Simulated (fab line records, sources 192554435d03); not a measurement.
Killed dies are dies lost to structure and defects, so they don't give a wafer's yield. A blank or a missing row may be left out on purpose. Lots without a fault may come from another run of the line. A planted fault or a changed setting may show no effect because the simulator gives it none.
Chamber matching | flow n5_finfet | N5_MOL_CONTACT_COAG_CMP_28 on cmp-02: 4 sister chambers
The step polishes, stops on SiNx, t overpolish 0.85 s, target thk 14.522 nm. 22 wafers are shown with their chamber, then 11 later ones without.

WAFERS WITH THEIR CHAMBER
wafer  | chamber | motor_current_A (A) | time_to_endpoint_s (s)
L074.3 | 1       | 14.7                | 4.6
L074.4 | 0       | 13.4                | 2.6
L074.6 | 3       | 11.7                | 2.9
L075.1 | 1       | 15.0                | 5.9
L075.3 | 3       | 12.7                | 6.8
L075.5 | 1       | 14.3                | 6.6
L077.3 | 3       | 12.5                | 5.5
L077.4 | 2       | 12.9                | 1.5
L077.6 | 3       | 12.7                | 5.9
L078.2 | 0       | 13.2                | 5.5
L078.3 | 3       | 12.7                | 9.0
L078.6 | 3       | 12.8                | 6.0
L079.1 | 1       | 15.3                | 5.8
L079.4 | 3       | 12.1                | 5.4
L079.6 | 3       | 12.5                | 3.7
L081.3 | 2       | 11.9                | 2.9
L081.5 | 2       | 12.3                | 3.4
L081.6 | 1       | 15.9                | 7.9
L082.2 | 1       | 14.9                | 9.6
L082.4 | 0       | 13.4                | 4.5
L082.5 | 0       | 12.6                | 6.2
L083.1 | 2       | 13.3                | 3.3

SIGNATURES (means of the wafers above)
reading            | chamber 0 | chamber 1 | chamber 2 | chamber 3 | scatter within a chamber
motor_current_A    | 13.150    | 15.017    | 12.600    | 12.463    | 0.476
time_to_endpoint_s | 4.700     | 6.733     | 2.775     | 5.650     | 1.66
Rule: a wafer's distance from a chamber is the root of the sum, over the readings, of the square of ((its reading less the chamber's mean) divided by the reading's scatter). The wafer belongs to the nearest chamber; if the next one is less than 2 further off, it can't be placed. The scatter: the root of (the sum of the squares of (reading less its chamber's mean) over the shown wafers, divided by (wafers less chambers)).

WAFERS WITHOUT THEIR CHAMBER
wafer  | motor_current_A (A) | time_to_endpoint_s (s)
L083.4 | 13.1                | 3.8
L083.6 | 14.8                | 9.5
L085.1 | 12.5                | 7.1
L085.2 | 14.3                | 11.6
L085.3 | 12.7                | 9.4
L089.1 | 13.0                | 7.5
L089.5 | 14.7                | 10.2
L089.6 | 12.3                | 2.4
L097.2 | 11.9                | 0.3
L097.3 | 15.2                | 5.3
L097.5 | 12.1                | 1.2

WHICH CHAMBER EACH WENT THROUGH
wafer  | from the rows above          | in truth
L083.4 | can't be placed: 0 or 2 or 3 | 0
L083.6 | 1                            | 1
L085.1 | can't be placed: 3 or 0 or 2 | 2
L085.2 | can't be placed: 1 or 0 or 3 | 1
L085.3 | can't be placed: 3 or 0 or 2 | 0
L089.1 | can't be placed: 3 or 0 or 2 | 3
L089.5 | 1                            | 1
L089.6 | can't be placed: 2 or 3 or 0 | 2
L097.2 | can't be placed: 2 or 3 or 0 | 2
L097.3 | 1                            | 1
L097.5 | can't be placed: 2 or 3 or 0 | 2
Placed correctly: 3 of 11. Can't be placed from these rows: 8 (the true chamber is among the candidates in 8). Placed wrongly: 0.
